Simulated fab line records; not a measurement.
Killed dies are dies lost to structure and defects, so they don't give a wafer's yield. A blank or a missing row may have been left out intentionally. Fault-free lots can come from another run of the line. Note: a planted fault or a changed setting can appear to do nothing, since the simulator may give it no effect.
A struck lot beside a sound one    flow n5Finfet    15 steps out of a route of 1938
Sound: wafers L960.1, L960.2, L960.4. Struck: wafers L973.2, L973.3, L973.4. The cause comes at the end.
Per side, at each step with rows, come the tool, then ch with its chambers, and then its first start. Under that, the readings that differ: sound wafers    struck wafers    difference of the means    sigmas: that difference in standard deviations of wafers without a fault.
alike: readings with means less than 2 such deviations apart, plus words and numbers identical on both sides. not compared: withheld readings, readings lacking a value on some wafer, bounds such as >300 that could conceal the same value, and numbers that have no deviation in the record and whose values overlap.
Wherever a step has rows on one side only, a row that says differs or no value, or a row with sigmas, the two part there. Numbers that don't overlap but have no deviation are shown without sigmas and don't part them. A reading missing from all wafers of one side parts the sides only when that side holds two or more wafers.

first, 2 steps without rows for these wafers: N5_BEOL_M4_STRIP_65 (strips in N2/H2); N5_BEOL_M4_STRIP_75 (strips in N2/H2).
N5_BEOL_M4_STRIP_66: strips in CF4.
  sound on rieDiel-06 ch 1,2,3, day 9 23:11; struck on rieDiel-06 ch 0,1,3, day 12 12:59
  alike: drypumpMotorCurrentA, oesProductAu, rfVppV, showerheadPlenumPTorr, throttleValvePct
  not compared: rfHoursCounterH
N5_BEOL_M4_HM_OPEN_17: chemistry Cl2/BCl3, target TiN, target depth 20 nm, overetch 6 nm.
  sound on rieMetal-02 ch 0,1, day 9 23:13; struck on rieMetal-01 ch 0,1, day 12 13:01
  alike: bcl3FlowSccm, drypumpMotorCurrentA, mfcArSccm, oesProductAu, throttleValvePct
  not compared: rfHoursCounterH
N5_BEOL_M4_STRIP_19: strips in O2.
  sound on rieDiel-06 ch 0,1,2, day 9 23:20; struck on rieDiel-06 ch 1,2,3, day 12 13:08
  alike: drypumpMotorCurrentA, o2FlowSccm, oesProductAu, rfVppV, showerheadPlenumPTorr, throttleValvePct
  not compared: rfHoursCounterH
N5_BEOL_M4_CD_MEAS_18: pitch 36 nm, target cd 18 nm.
  sound on cdSem-03, day 9 23:24; struck on cdSem-01, day 12 13:12
  alike: cdNm
then, 6 steps without rows for these wafers: N5_BEOL_M4_COAT_67 (time 60 s, resist thk 60 nm); N5_BEOL_M4_COAT_68 (time 60 s, resist thk 12 nm); N5_BEOL_M4_COAT_76 (time 60 s, resist thk 5 nm); N5_BEOL_M4_COAT_22 (resist thk 30 nm); N5_BEOL_M4_EBR_24; N5_BEOL_M4_SOFTBAKE_23 (time 60 s).
N5_BEOL_M4_EXPOSE_25: exposes mask V3, defocus 5 nm.
  sound on euvScanner-02 ch 0, day 9 23:35; struck on euvScanner-02 ch 0, day 12 13:23
reading            sound              struck             difference  sigmas
exposureDoseMJCm2  63.06 62.99 63.01  64.05 64.03 63.91  +0.98       +14
  alike: mask
then, 1 step without rows for these wafers: N5_BEOL_M4_PEB_26 (peb time 60 s).
N5_BEOL_M4_RC_MEAS_101:
  sound on prober-02 ch 0, day 10 07:27; struck on prober-02 ch 0, day 12 23:08
  alike: DIBL_N, DIBL_P, IOFF_N, IOFF_P, ION_N, ION_P, SS_N, SS_P, VT_N, VT_P

## WHERE THEY PART
Within this record, at N5_BEOL_M4_EXPOSE_25 only. Later steps at which nothing parts them and some readings are alike: N5_BEOL_M4_RC_MEAS_101.

WHY: what had been put in by the simulator
Process parameter drift: euvScanner-02, from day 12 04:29 on, at N5_BEOL_M4_EXPOSE_25. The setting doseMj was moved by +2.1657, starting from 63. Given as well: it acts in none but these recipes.
